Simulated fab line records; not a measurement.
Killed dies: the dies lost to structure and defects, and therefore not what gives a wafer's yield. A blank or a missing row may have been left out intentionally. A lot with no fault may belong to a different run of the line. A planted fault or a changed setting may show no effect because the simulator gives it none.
The tool behind it: which one?	flow nand_harc	18 wafers from 6 lots sampled at 5 of the route's 1302 steps

## WHAT EACH GAUGE READ, for each wafer
NHARC_END_SORT_01.
lot	measured	on	killed_at_array
L663	day 29 22:08	prober-01	70 62 48

## TOOL THAT RAN EACH LOT (tool first, then ch and the chambers of the sampled wafers, then the start)
lot	NHARC_P_STI_HDPCVD_20	NHARC_A_BONDPAD_ETCH_24	NHARC_A_BONDPAD_DEGAS_25	NHARC_THIN_TSV_ETCHBACK_48
L651	hdpcvd-01 ch 0,1, day 3 17:25	rie_diel-06 ch 0,2,3, day 23 18:12 or earlier	pvd_sputter-02, day 23 18:12	rie_diel-09 ch 2,3, day 24 10:31
L655	hdpcvd-01 ch 0,1, day 5 08:34	rie_diel-06 ch 1,2,3, day 25 20:31 or earlier	pvd_sputter-01, day 25 20:31	rie_diel-03 ch 0,3, day 26 12:29
L657	hdpcvd-01 ch 0,1, day 6 04:33	rie_diel-08 ch 1,3, day 26 12:46 or earlier	pvd_sputter-02, day 26 12:46	rie_diel-03 ch 0,1,3, day 27 06:26
L659	hdpcvd-01 ch 0,1, day 7 01:58	rie_diel-06 ch 0,2,3, day 27 09:07 or earlier	pvd_sputter-02, day 27 09:07	rie_diel-11 ch 1,2,3, day 28 01:44
L663	hdpcvd-01 ch 0,1, day 8 16:49	rie_diel-08 ch 1,2, day 28 15:29 or earlier	pvd_sputter-02, day 28 15:29	rie_diel-03 ch 0,1, day 29 07:43
L672	hdpcvd-01 ch 0,1, day 12 11:21	rie_diel-06 ch 1,2, day 32 20:26 or earlier	pvd_sputter-02, day 32 20:26	rie_diel-11 ch 0,2, day 33 11:48
- NHARC_P_STI_HDPCVD_20: deposits SiO2.
- NHARC_A_BONDPAD_ETCH_24: etches the open film in CF4/N2, target depth 30 nm, time 72.99 s.
- NHARC_A_BONDPAD_DEGAS_25: time 60 s.
- NHARC_THIN_TSV_ETCHBACK_48: etches the open film in C4F8/Ar, target depth 1028.5 nm, time 405.17 s.

## THE ANSWER, worked out from the rows above alone
Rule: the usual values come from the lots themselves. The widest of any qualifying gaps counts: lots, ordered by their means at a reading, are off when they make up no more than a third of the lots, leave a main group of 4 or more, and stand apart from it by 3 or more times the standard deviation of that group's means. If all means in a main group match to the digits the tables above print for the reading, that group is not used. A lot without any number at a reading at which 4 lots or more have one is off too. Any other lot the step has rows for is counted as sound.
No lot is off on any of the readings shown, so nothing can be concluded from this.

## WHAT THE SIMULATOR HAD INSERTED
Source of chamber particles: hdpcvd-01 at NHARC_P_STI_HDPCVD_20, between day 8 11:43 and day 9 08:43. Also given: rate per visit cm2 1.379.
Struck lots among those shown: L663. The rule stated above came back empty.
